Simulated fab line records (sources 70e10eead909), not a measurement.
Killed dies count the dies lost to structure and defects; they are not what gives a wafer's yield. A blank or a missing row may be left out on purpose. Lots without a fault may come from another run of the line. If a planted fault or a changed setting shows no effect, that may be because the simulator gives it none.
Struck lot and sound lot, side by side :: flow nand-harc :: 36 out of 1302 route steps
Sound: these wafers, L979.1, L979.3, L979.6. Struck: wafer L983.6. (L983.1, L983.3 of the same lot were not struck and are left out.) The cause comes at the end.
Order at every step that has rows: each side's tool, ch and its chambers, its first start. Under that, the readings that differ: sound wafers :: struck wafers :: difference of the means :: sigmas: that difference in standard deviations of wafers without a fault.
alike: readings whose means differ by less than 2 such deviations, and words and numbers that are the same on both sides. not compared: withheld readings, readings that some wafer has no value for, bounds like >300 that may hide the same value, and numbers for which the record gives no deviation and whose values overlap.
A row with sigmas, a row that says differs or no value, or rows on one side alone: a step with any of these is where the two part. Non-overlapping numbers with no deviation appear without sigmas and do not part them. A reading missing from all wafers of one side parts the sides only when that side holds two or more wafers.

first, 6 steps without rows for these wafers: NHARC_A_WL_FILL_STRIP_28 (strips in post etch residue remover, time 1200 s); NHARC_A_WL_FILL_PRECLEAN_06 (cleans in DIW, time 300 s); NHARC_A_WL_FILL_SRD_07; NHARC_A_WL_FILL_ANNEAL_08 (time 1800 s); NHARC_A_WL_FILL_ALD_10 (deposits SiO2, target thk 50 nm, pulse time 10 s, ald cycles 500); NHARC_A_WL_FILL_ETCHBACK_16 (etches the open film in C4F8/O2/Ar, target depth 120 nm, time 24 s).
NHARC_A_WL_FILL_STRIP_29: strips in O2, time 20 s.
  sound on rie-diel-07 ch 1,2,3, day 21 17:02; struck on rie-diel-13 ch 3, day 25 17:44
  alike: drypump-motor-current-A, oes-product-au, rf-vpp-V, showerhead-plenum-p-Torr, throttle-valve-pct
  not compared: rf-hours-counter-h
NHARC_A_WL_FILL_ETCHBACK_17: etches the open film in Cl2/BCl3, target depth 4 nm, time 26.7 s.
  sound on rie-metal-02 ch 0,1, day 21 17:08; struck on rie-metal-01 ch 0, day 25 17:50
reading: drypump-motor-current-A (A)
sound: 5.9 6.2 6.2
struck: 5.0
difference: -1.1
sigmas: -2
  alike: oes-product-au
  not compared: rf-hours-counter-h
then, 3 steps without rows for these wafers: NHARC_A_WL_FILL_PRECLEAN_18 (cleans in dHF, time 30 s); NHARC_A_WL_FILL_SRD_21; NHARC_A_WL_FILL_CVD_23 (deposits poly-Si, target thk 40 nm, time 800 s).
NHARC_A_WL_FILL_ETCHBACK_26: etches the open film in HBr, target depth 52 nm, time 13.3 s.
  sound on rie-si-05 ch 0,1, day 21 22:16; struck on rie-si-05 ch 2, day 25 23:01
  alike: bias-w, drypump-motor-current-A, oes-product-au, throttle-valve-pct
  not compared: rf-hours-counter-h
then, 3 steps without rows for these wafers: NHARC_A_WL_FILL_PRECLEAN_30 (cleans in dHF, time 10 s); NHARC_A_WL_FILL_SRD_14; NHARC_A_WL_FILL_ALD_19 (deposits TiN, target thk 2 nm, pulse time 3 s, ald cycles 100).
NHARC_A_WL_FILL_CVD_20: deposits W, target thk 100 nm, time 74 s.
  sound: cvd-w-01 ch 0,1; struck: cvd-w-02 ch 1
reading: throttle-valve-pct (%)
sound: 8.13 8.19 8.18
struck: 7.56
difference: -0.61
sigmas: -2
  alike: heater-power-w, mfc-h2-sccm
NHARC_A_WL_FILL_CMP_12: polishes, t overpolish 30 s, target thk 100 nm.
  sound on cmp-03 ch 0,3, day 21 22:55; struck on cmp-04 ch 0, day 25 23:40
  alike: motor-current-A, overpolish-run-s, time-to-endpoint-s
following that, these wafers have no rows for 1 step: NHARC_A_WL_FILL_SRD_31.
NHARC_A_CONTACT_DEP_24: deposits SiO2, target thk 500 nm.
  sound on pecvd-03 ch 0,1,2, day 21 23:27; struck on pecvd-04 ch 1, day 26 00:11
  alike: flow-sccm, heater-power-w, showerhead-vpp-V, throttle-valve-pct
then, 12 steps without rows for these wafers: NHARC_A_CONTACT_DEP_28 (deposits aC, target thk 7000 nm); NHARC_A_CONTACT_DEP_29 (deposits SiON, target thk 100 nm); NHARC_A_CONTACT_DEHYDRATE_32 (time 120 s); NHARC_A_CONTACT_HMDS_33 (time 30 s); NHARC_A_CONTACT_COAT_34 (time 75 s); NHARC_A_CONTACT_COAT_35 (time 65 s); NHARC_A_CONTACT_COAT_36 (resist thk 90 nm); NHARC_A_CONTACT_SOFTBAKE_37 (time 55 s); NHARC_A_CONTACT_EBR_38; NHARC_A_CONTACT_EXPOSE_39 (exposes mask A CC 3); NHARC_A_CONTACT_PEB_40 (peb time 65 s); NHARC_A_CONTACT_DEVELOP_41 (develop time 35 s).
NHARC_A_CONTACT_CD_MEAS_42: target cd 300 nm.
  sound on cd-sem-03 ch 0, day 22 06:26; struck on cd-sem-03 ch 0, day 26 08:32
  alike: cd-nm
NHARC_A_CONTACT_OVL_MEAS_43:
  struck on overlay-01, day 26 08:37; sound on overlay-01, day 22 06:31
  alike: overlay-x-nm, overlay-y-nm
then, 2 steps without rows for these wafers: NHARC_A_CONTACT_DESCUM_47 (chemistry O2, time 3 s); NHARC_A_CONTACT_ETCH_48 (etches the open film in CF4, target depth 39 nm, time 65 s).
-- jump in the record: it breaks off in module A_CONTACT and resumes in module END (first step shown: number 1302 of the route), and 4 days separate the struck wafers' starts before and after --
NHARC_END_SORT_01:
  the record has rows for the struck wafers here (prober-02 ch 0, day 29 22:18) and none for the sound ones

## WHERE THEY PART
Earliest at NHARC_A_WL_FILL_ETCHBACK_17; latest, in this record, at NHARC_END_SORT_01.

WHY: what had been put in by the simulator
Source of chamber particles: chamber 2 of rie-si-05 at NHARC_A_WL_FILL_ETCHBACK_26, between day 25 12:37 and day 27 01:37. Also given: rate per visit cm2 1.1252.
